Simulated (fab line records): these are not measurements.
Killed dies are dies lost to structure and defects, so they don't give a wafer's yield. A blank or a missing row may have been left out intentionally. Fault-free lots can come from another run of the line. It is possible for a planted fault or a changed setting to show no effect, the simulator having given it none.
fab line records	flow nand_harc
record: lots: 12	wafers: 36	last_day: 34
route steps=1302 shown A_WL_FILL@957 A_CONTACT@983 END@1302
lots that met no fault: from a run of the same line without faults
start_h: hours from the record's opening day to when the first of the lot's shown wafers began	wait_h: hours since the lot's step before	" unchanged from the row above	L1.1+2: a row that stands for several wafers	- no value, or no start was given	* or withheld: withheld	< > ~ a bound
route shown NAME@n: NAME is a module with steps in the file, n the number in the route of the first one	usual: the fault-free wafers' mean and standard deviation	same: alike in all rows	chamber/n: place in a boat	sites: each site's reading	_std_site: their standard deviation	_edge_site: inner sites' mean taken away from outer sites' mean	radius_mm: how far each site lies from the wafer's centre	mask NAME#n: copy n	behind: tool/chamber where the wafer was last shaped	hold: why the lot went on hold/how many hours it stayed there/how the hold came to an end	device: transistor that didn't switch, given as n, p or np	end of line: the same wafers' tests at the end of the route	a step with no rows: only its recipe	killed: at the first sort, the dies lost to defects and structure; wafer yield is something else	map: dies across one wafer; x = killed, . = not, _ = none there
set.NAME: the run value of the setting; set.NAME@STEP: its run value at that earlier step	model.NAME: the simulator's own value behind a step, which no gauge read
a sample of lots followed through the steps of the route, with each step as a table and each wafer as a row
services: a tool's chamber out of use, with start hour (start_h, from the record's first day; less than 0 if before it), hours out, and reason
== steps ==
step: NHARC_A_WL_FILL_ETCHBACK_04
recipe: target_depth_a: 600	time_s: 120	chemistry: NF3
usual: drypump_motor_current_A: 6.0/0.42	oes_product_au: 1.007/0.0082
lot.wafer	tool	chamber	start_h	wait_h	drypump_motor_current_A	oes_product_au	rf_hours_counter_h
L135.2	rie_metal-03	0	482.65	0.3	5.8	0.992	2.3
L135.6	"	0	"	"	5.8	0.998	-
L135.5	"	1	"	"	6.2	1.012	-
L137.1	rie_metal-01	0	489.57	0.3	6.2	1.000	1.3
L137.5	"	1	"	"	6.6	1.012	-
L137.6	"	0	"	"	6.2	1.002	-
L140.2	rie_metal-02	1	531.07	0.4	5.0	1.013	1.0
L140.3	"	0	"	"	6.0	0.995	-
L140.4	"	1	"	"	5.0	1.008	-
L146.1	rie_metal-01	0	600.53	0.3	6.2	1.009	0.2
L146.3	"	1	"	"	6.5	1.007	-
L146.6	"	1	"	"	6.5	1.008	-
L148.2	rie_metal-03	0	611.98	0.4	5.8	1.016	1.5
L148.6	"	1	"	"	6.1	1.015	-
L148.5	"	0	"	"	5.8	1.008	-
L147.2	rie_metal-03	0	615.82	0.3	5.8	1.003	1.8
L147.3	"	0	"	"	5.8	1.006	-
L147.5	"	0	"	"	5.8	1.004	-
L151.1	rie_metal-01	0	644.79	0.3	6.2	0.988	0.9
L151.2	"	1	"	"	6.5	0.999	0.9
L151.4	"	0	"	"	6.2	0.997	-
L154.2	rie_metal-01	0	665.49	0.4	6.2	1.002	1.4
L154.5	"	1	"	"	6.5	1.016	-
L154.6	"	0	"	"	6.2	1.008	-
L152.1	rie_metal-03	1	668.89	0.3	6.1	1.022	2.6
L152.4	"	1	"	"	6.1	1.011	-
L152.6	"	1	"	"	6.1	1.004	-
L153.1	rie_metal-02	0	668.96	0.3	5.9	1.006	0.5
L153.4	"	0	"	"	5.9	0.998	-
L153.5	"	1	"	"	5.1	1.018	-
L155.1	rie_metal-01	0	691.23	0.3	6.2	1.009	1.9
L155.3	"	0	"	"	6.2	1.004	-
L155.4	"	1	"	"	6.5	1.016	-
L156.1	rie_metal-01	1	703.89	0.3	6.5	1.006	2.4
L156.2	"	0	"	"	6.2	0.998	2.4
L156.5	"	1	"	"	6.5	1.022	-
step: NHARC_A_WL_FILL_ALD_19
recipe: target_thk_a: 20	pulse_time_s: 3	ald_cycles: 100	temp_c: 450	material: TiN
usual: heater_power_w: 1115/99	precursor_pulse_height_rel: 1.002/0.02
lot.wafer	tool	chamber	start_h	wait_h	heater_power_w	precursor_pulse_height_rel
L135.2	ald_metal-02	3	498.76	0.2	1137	1.011
L135.6	"	0	"	"	1160	1.001
L135.5	"	1	"	"	977	1.000
L137.1	ald_metal-04	3	506.69	0.1	1248	0.982
L137.6	"	2	"	"	993	1.000
L137.5	"	3	"	"	1248	1.006
L140.3	ald_metal-03	3	546.36	0.1	1173	1.000
L140.2	"	2	"	"	1095	0.972
L140.4	"	3	"	"	1141	0.975
L146.3	ald_metal-03	1	618.34	0.1	1216	1.001
L146.1	"	2	"	"	1088	0.997
L146.6	"	3	"	"	1087	1.026
L148.2	ald_metal-03	0	628.09	0.2	1042	1.001
L148.6	"	1	"	"	1222	1.013
L148.5	"	2	"	"	1089	1.014
L147.2	ald_metal-02	1	632.01	0.1	936	1.007
L147.3	"	2	"	"	1210	0.986
L147.5	"	1	"	"	946	0.961
L151.4	ald_metal-02	3	661.28	0.1	1118	0.967
L151.1	"	0	"	"	1216	1.024
L151.2	"	2	"	"	1211	1.012
L154.2	ald_metal-04	2	681.12	0.1	952	1.029
L154.5	"	2	"	"	945	0.999
L154.6	"	3	"	"	1235	1.004
L152.1	ald_metal-03	0	684.99	0.1	1020	1.051
L152.4	"	1	"	"	1235	0.983
L152.6	"	3	"	"	1062	0.972
L153.4	ald_metal-02	2	685.00	0.1	1165	1.012
L153.1	"	3	"	"	1105	1.020
L153.5	"	1	"	"	943	1.009
L155.1	ald_metal-02	1	708.46	0.1	954	1.007
L155.3	"	3	"	"	1108	1.027
L155.4	"	1	"	"	977	1.034
L156.2	ald_metal-02	2	721.50	0.1	1243	1.011
L156.1	"	3	"	"	1127	0.986
L156.5	"	2	"	"	1204	1.024
step: NHARC_A_WL_FILL_CVD_20
recipe: target_thk_a: 1000	temp_c: 400	pressure_torr: 40	wf6_flow_sccm: 40	h2_flow_sccm: 1600	ar_flow_sccm: 1560	time_s: 74	material: W
usual: chamber_pressure_Torr: 40.00/0.083	heater_power_outer_w: 442/30	heater_power_w: 744/56	throttle_valve_pct: 7.99/0.24
lot.wafer	tool	chamber	start_h	wait_h	chamber_pressure_Torr	heater_power_outer_w	heater_power_w	throttle_valve_pct
L135.2	cvd_w-01	0	498.90	-	39.96	396	684	7.48
L135.6	"	0	"	"	39.99	398	679	7.52
L135.5	"	1	"	"	39.86	420	690	8.11
L137.1	cvd_w-01	0	506.87	-	39.97	403	688	7.59
L137.6	"	0	"	"	40.05	401	686	7.60
L137.5	"	1	"	"	39.84	424	684	8.30
L140.2	cvd_w-01	0	546.71	-	40.05	395	659	7.60
L140.3	"	1	"	"	40.05	422	699	7.93
L140.4	"	0	"	"	40.21	407	684	7.85
L146.1	cvd_w-01	0	618.52	-	-	-	-	-
L146.3	"	0	"	"	-	-	-	-
L146.6	"	1	"	"	-	-	-	-
L148.2	cvd_w-01	1	628.23	-	-	-	-	-
L148.6	"	1	"	"	-	-	-	-
L148.5	"	0	"	"	-	-	-	-
L147.2	cvd_w-01	0	632.22	-	-	-	-	-
L147.3	"	1	"	"	-	-	-	-
L147.5	"	1	"	"	-	-	-	-
L151.1	cvd_w-02	1	661.49	-	40.01	470	787	8.15
L151.2	"	0	"	"	40.10	476	820	7.87
L151.4	"	0	"	"	40.02	467	833	7.97
L154.2	cvd_w-02	1	681.32	-	39.95	485	768	8.41
L154.6	"	1	"	"	39.91	478	789	8.20
L154.5	"	0	"	"	40.13	471	822	7.86
L152.1	cvd_w-01	1	685.17	-	40.06	441	711	8.05
L152.4	"	0	"	"	39.83	416	669	7.98
L152.6	"	0	"	"	39.82	414	681	8.12
L153.1	cvd_w-02	1	685.18	-	39.98	497	770	8.01
L153.4	"	1	"	"	40.16	479	777	8.26
L153.5	"	0	"	"	40.02	479	804	7.86
L155.1	cvd_w-01	0	708.70	-	39.96	403	668	7.70
L155.3	"	0	"	"	40.18	398	686	8.09
L155.4	"	1	"	"	40.04	447	705	8.00
L156.1	cvd_w-02	1	721.74	-	39.88	473	796	8.13
L156.2	"	0	"	"	39.96	462	810	7.89
L156.5	"	1	"	"	39.93	488	776	8.28
step: NHARC_A_WL_FILL_CMP_12
recipe: t_overpolish_s: 30	target_thk_nm: 100
usual: motor_current_A: 12.3/1.3	overpolish_run_s: 29.999/0.0086	slurry_flow_ml_min: 150.0/0.48	time_to_endpoint_s: 20.3/2.6
lot.wafer	tool	chamber	start_h	wait_h	motor_current_A	overpolish_run_s	slurry_flow_ml_min	time_to_endpoint_s
L135.2	cmp-02	3	499.08	0.2	11.0	29.980	149.1	19.8
L135.6	"	3	"	"	11.8	29.999	149.9	20.3
L135.5	"	0	"	"	13.1	29.991	149.3	22.8
L137.1	cmp-02	3	507.08	0.2	11.5	30.002	150.0	18.3
L137.6	"	2	"	"	11.4	29.991	149.2	21.5
L137.5	"	3	"	"	12.2	29.998	149.8	19.1
L140.4	cmp-04	3	546.92	0.1	10.1	30.022	149.5	17.2
L140.3	"	0	"	"	13.5	29.984	149.6	22.0
L140.2	"	1	"	"	11.8	30.007	150.2	19.4
L146.1	cmp-01	1	618.71	0.2	13.8	29.995	150.1	2.0
L146.3	"	2	"	"	10.0	30.000	150.4	3.3
L146.6	"	1	"	"	14.1	29.995	149.8	4.4
L148.2	cmp-04	1	628.46	0.2	11.6	30.003	149.5	0.4
L148.5	"	3	"	"	10.4	30.001	149.7	0.0
L148.6	"	0	"	"	12.9	29.996	149.9	1.9
L147.3	cmp-04	3	632.43	0.2	10.5	29.999	151.0	0.1
L147.2	"	1	"	"	11.2	30.000	149.8	2.5
L147.5	"	2	"	"	13.1	29.985	150.5	0.0
L151.4	cmp-02	2	661.66	0.1	11.4	29.992	149.7	20.5
L151.2	"	3	"	"	11.7	29.989	150.0	17.2
L151.1	"	0	"	"	13.4	29.989	149.6	19.3
L154.2	cmp-04	2	681.50	0.2	12.7	30.013	150.1	16.2
L154.5	"	2	"	"	11.7	29.997	149.6	14.7
L154.6	"	3	"	"	10.1	29.991	149.7	17.9
L152.4	cmp-04	0	685.35	0.1	13.5	29.989	149.2	18.2
L152.1	"	1	"	"	11.1	30.004	149.3	19.0
L152.6	"	3	"	"	10.5	29.996	150.2	17.7
L153.1	cmp-02	3	685.36	0.2	11.9	30.002	149.8	17.1
L153.4	"	0	"	"	13.5	29.992	151.3	19.3
L153.5	"	0	"	"	14.1	29.994	150.9	18.0
L155.3	cmp-04	1	708.88	0.1	11.2	29.990	149.0	22.3
L155.1	"	3	"	"	10.4	29.997	149.9	20.0
L155.4	"	0	"	"	12.9	29.999	149.2	21.2
L156.1	cmp-01	3	721.95	0.2	15.3	29.994	150.7	20.7
L156.2	"	1	"	"	14.2	30.007	150.1	21.2
L156.5	"	2	"	"	10.3	30.015	149.5	18.3
step: NHARC_A_CONTACT_DEP_24
recipe: target_thk_a: 5000	temp_c: 400	pressure_torr: 6.5	rf_w: 900	teos_flow_sccm: 161.4	flow_sccm: 2650	target_thk_nm: 500	gas: O2	material: SiO2
usual: chamber_pressure_Torr: 6.500/0.015	heater_power_w: 574/98	throttle_valve_pct: 16.0/0.35
lot.wafer	tool	chamber	start_h	wait_h	chamber_pressure_Torr	heater_power_w	throttle_valve_pct
L135.2	pecvd-04	0	499.71	0.2	6.474	664	16.0
L135.5	"	0	"	"	6.483	683	15.8
L135.6	"	1	"	"	6.529	634	15.9
L137.1	pecvd-04	1	507.65	0.1	6.492	735	15.6
L137.6	"	0	"	"	6.489	554	15.7
L137.5	"	1	"	"	6.528	563	15.7
L140.3	pecvd-04	0	547.60	0.2	6.489	717	15.8
L140.2	"	1	"	"	6.501	581	15.6
L140.4	"	1	"	"	6.498	610	16.0
L151.2	pecvd-03	2	662.20	0.1	6.494	382	16.2
L151.1	"	0	"	"	6.508	509	15.9
L151.4	"	2	"	"	6.503	404	16.5
L154.2	pecvd-04	2	682.05	0.1	6.529	690	15.5
L154.6	"	2	"	"	6.514	707	15.9
L154.5	"	0	"	"	6.493	678	15.7
L152.1	pecvd-04	0	685.86	0.1	6.515	694	15.9
L152.6	"	1	"	"	6.514	533	15.3
L152.4	"	2	"	"	6.501	704	15.9
L153.1	pecvd-03	0	685.98	0.1	6.481	454	16.1
L153.5	"	2	"	"	6.507	439	16.5
L153.4	"	1	"	"	6.508	671	16.2
L155.3	pecvd-01	0	709.44	0.1	6.499	464	15.6
L155.1	"	2	"	"	6.492	464	16.9
L155.4	"	2	"	"	6.487	496	16.6
L156.2	pecvd-03	0	722.46	0.1	6.494	488	16.0
L156.1	"	1	"	"	6.499	558	16.3
L156.5	"	1	"	"	6.478	614	16.1
step: NHARC_END_SORT_01
recipe: temp_c: 25
usual: killed_at_array: 59/24	killed_at_other: 0.7/1.2	killed_at_periphery: 3.5/2.6	killed_dies: 63/24	killed_open: 3.2/2.1	killed_short: 2.4/1.5
same: gross_dies: 677
lot.wafer	tool	chamber	start_h	wait_h	killed_at_array	killed_at_other	killed_at_periphery	killed_dies	killed_open	killed_short
L146.1	prober-02	0	693.00	2.5	674	2	1	677	1	2
L146.3	prober-02	0	694.62	3.1	677	0	0	677	2	3
L146.6	prober-02	0	697.06	4.1	671	0	6	677	3	5
L148.2	prober-01	0	708.65	2.8	672	0	5	677	2	3
L148.5	prober-01	0	711.08	3.7	672	1	4	677	5	3
L148.6	prober-01	0	711.88	4.0	668	2	7	677	4	3
L147.2	prober-02	0	708.66	2.8	676	0	1	677	3	2
L147.3	prober-02	0	709.47	3.1	676	0	1	677	4	3
L147.5	prober-02	0	711.09	3.8	675	0	2	677	2	2
L153.1	prober-02	0	774.40	2.5	67	0	5	72	8	3
L153.4	prober-02	0	776.81	3.4	76	0	6	82	4	0
L153.5	prober-02	0	777.62	3.7	57	0	3	60	1	0
L152.4	prober-02	0	784.63	3.4	44	3	6	53	5	3
L152.6	prober-02	0	786.22	4.0	48	6	3	57	0	4
killed by level:class
L146.1 A_WL_FILL:area_cvd=644 A_CHANNEL_HOLE_D1:chamber_film_flake=12 A_CONTACT:chamber_film_flake=6 A_CHANNEL_FILL_D1:chamber_film_flake=2 A_CHANNEL_FILL_D2:chamber_film_flake=2 A_STAIRCASE:chamber_film_flake=2 A_SLIT:chamber_film_flake=2 A_ONON_D1:geometric_particle:short=1
L146.3 A_WL_FILL:area_cvd=647 A_CHANNEL_HOLE_D1:chamber_film_flake=11 A_SLIT:chamber_film_flake=4 A_CONTACT:chamber_film_flake=4 A_M0:geometric_particle:short=2 A_STAIRCASE:chamber_film_flake=2 A_SOURCE_PLATE:geometric_particle:open=1 A_ONON_D1:geometric_particle:short=1
L146.6 A_WL_FILL:area_cvd=644 A_CHANNEL_HOLE_D1:chamber_film_flake=12 A_DECK1_JOINT:geometric_particle:short=3 A_CONTACT:chamber_film_flake=3 P_ZERO_WELL:chamber_film_flake=2 P_STI:chamber_film_flake=2 A_STAIRCASE:chamber_film_flake=2 P_GATE:geometric_particle:open=1
L148.2 A_WL_FILL:area_cvd=619 A_CHANNEL_HOLE_D2:chamber_film_flake=19 A_CHANNEL_HOLE_D1:chamber_film_flake=11 A_CONTACT:chamber_film_flake=10 P_GATE:chamber_film_flake=4 A_SLIT:chamber_film_flake=4 A_DECK1_JOINT:chamber_film_flake=2 P_M1:geometric_particle:short=1
L147.2 A_WL_FILL:area_cvd=632 A_CHANNEL_HOLE_D1:chamber_film_flake=33 A_CONTACT:chamber_film_flake=4 A_STAIRCASE:chamber_film_flake=2 P_M0:geometric_particle:open=1 A_ONON_D2:geometric_particle:open=1 A_ONON_D2:geometric_particle:short=1 A_SGD_CUT:geometric_particle:short=1
L147.3 A_WL_FILL:area_cvd=621 A_CHANNEL_HOLE_D1:chamber_film_flake=34 A_ZERO_WELL:chamber_film_flake=5 A_SLIT:chamber_film_flake=5 A_STAIRCASE:chamber_film_flake=2 P_CONTACT:geometric_particle:open=1 A_DECK1_JOINT:geometric_particle:open=1 A_DECK1_JOINT:geometric_particle:short=1
L148.5 A_WL_FILL:area_cvd=620 A_CHANNEL_HOLE_D2:chamber_film_flake=25 A_CONTACT:chamber_film_flake=12 A_CHANNEL_HOLE_D1:chamber_film_flake=6 P_GATE:geometric_particle:short=1 A_SOURCE_PLATE:geometric_particle:open=1 A_CHANNEL_HOLE_D1:geometric_particle:short=1 A_CHANNEL_FILL_D1:geometric_particle:open=1
L147.5 A_WL_FILL:area_cvd=634 A_CHANNEL_HOLE_D1:chamber_film_flake=32 A_ZERO_WELL:chamber_film_flake=3 P_M1:geometric_particle:short=1 A_ONON_D1:geometric_particle:open=1 A_CHANNEL_HOLE_D1:geometric_particle:open=1 A_CHANNEL_FILL_D2:geometric_particle:short=1 P_ZERO_WELL:chamber_film_flake=1
L148.6 A_WL_FILL:area_cvd=622 A_CHANNEL_HOLE_D2:chamber_film_flake=17 A_CONTACT:chamber_film_flake=13 A_SLIT:chamber_film_flake=5 A_CHANNEL_HOLE_D1:chamber_film_flake=3 A_CHANNEL_HOLE_D1:geometric_particle:open=2 P_STI:chamber_film_flake=2 A_STAIRCASE:chamber_film_flake=2
L153.1 A_SLIT:chamber_film_flake=23 A_CHANNEL_HOLE_D1:chamber_film_flake=17 A_CHANNEL_HOLE_D2:chamber_film_flake=13 A_STAIRCASE:chamber_film_flake=3 P_CONTACT:geometric_particle:open=2 A_M0:geometric_particle:open=2 A_CONTACT:chamber_film_flake=2 P_CONTACT:geometric_particle:short=1
L153.4 A_SLIT:chamber_film_flake=26 A_CHANNEL_HOLE_D2:chamber_film_flake=22 A_STAIRCASE:chamber_film_flake=10 A_CHANNEL_HOLE_D1:chamber_film_flake=8 A_BONDPAD:chamber_film_flake=3 A_CHANNEL_FILL_D2:geometric_particle:open=2 P_STI:chamber_film_flake=2 P_M0:chamber_film_flake=2
L153.5 A_SLIT:chamber_film_flake=23 A_CHANNEL_HOLE_D2:chamber_film_flake=14 A_CHANNEL_HOLE_D1:chamber_film_flake=9 A_STAIRCASE:chamber_film_flake=6 A_CONTACT:chamber_film_flake=2 A_CHANNEL_FILL_D2:geometric_particle:open=1 P_ZERO_WELL:chamber_film_flake=1 P_STI:chamber_film_flake=1
L152.4 A_CHANNEL_HOLE_D1:chamber_film_flake=15 A_CONTACT:chamber_film_flake=9 A_STAIRCASE:chamber_film_flake=8 A_SLIT:chamber_film_flake=4 THIN_TSV:chamber_film_flake=3 P_GATE:geometric_particle:open=1 A_SOURCE_PLATE:geometric_particle:open=1 A_DECK1_JOINT:geometric_particle:short=1
L152.6 A_CHANNEL_HOLE_D1:chamber_film_flake=13 A_CONTACT:chamber_film_flake=11 A_SLIT:chamber_film_flake=8 A_STAIRCASE:chamber_film_flake=7 THIN_TSV:chamber_film_flake=6 P_ZERO_WELL:chamber_film_flake=3 A_CHANNEL_HOLE_D2:chamber_film_flake=3 A_BONDPAD:chamber_film_flake=2
== services ==
tool	chamber	start_h	hours	kind
pecvd-04	0	460.24	23.7	repair
cmp-04	-	461.46	0.6	repair
rie_metal-01	1	473.67	1.3	repair
ald_metal-02	0	501.20	19.7	repair
ald_metal-02	-	507.34	2.4	repair
cvd_w-01	1	518.27	10.0	repair
rie_metal-03	-	519.13	9.0	pm
cmp-04	-	525.26	4.0	pm
cvd_w-02	-	532.66	1.7	repair
cmp-02	-	533.89	4.0	pm
cvd_w-01	-	547.00	13.0	pm
cmp-04	-	571.91	1.6	repair
rie_metal-01	-	575.00	9.0	pm
cmp-04	-	598.61	6.1	repair
ald_metal-02	-	610.00	10.0	pm
cvd_w-01	0	619.66	7.5	repair
cmp-04	-	623.26	4.0	pm
pecvd-04	-	631.35	13.0	pm
ald_metal-02	2	643.37	17.2	repair
ald_metal-02	3	670.95	2.7	repair
ald_metal-02	0	696.36	27.6	repair
cmp-04	-	700.15	2.2	repair
cmp-04	-	715.63	3.7	repair
cmp-04	-	721.26	4.0	pm
== key ==
first_sign: step: NHARC_A_WL_FILL_CVD_20	reading: tool_record	direction: missing
effect: step: NHARC_A_WL_FILL_CMP_12	reading: time_to_endpoint_s	direction: down	sigmas: 7.3	usual: *	struck: *
effect: step: NHARC_END_SORT_01	reading: killed_at_array	direction: up	sigmas: 26	usual: 59	struck: 673
more_kills_born_at: NHARC_A_WL_FILL_CVD_20@cvd_w-01: 5683
met_at NHARC_A_WL_FILL_CVD_20
struck_lots L146,L147,L148
later_rows_left_out L146.1,L146.3,L146.6,L147.2,L147.3,L147.5,L148.2,L148.5,L148.6
tester_left_out L146,L147,L148
not_acting_at NHARC_A_WL_FILL_ETCHBACK_04,NHARC_A_WL_FILL_ALD_19,NHARC_A_CONTACT_DEP_24
onset_between 546.71 618.52
fault: kind: skipped_step_whole	tool: cvd_w-01	chamber: -	onset_h: 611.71	steps: NHARC_A_WL_FILL_CVD_20	scope: struck_lots_only
tester_left_out: of these lots the tester's yield and bins aren't shown, on N5 and GAA mostly nor the transistor test; their killed dies are dies lost to structure and defects alone, not to doping, threshold or leakage, so they don't give the yield
later_rows_left_out: the simulator's readings of these wafers behind a module that went badly wrong aren't trusted and aren't shown, but for the sort
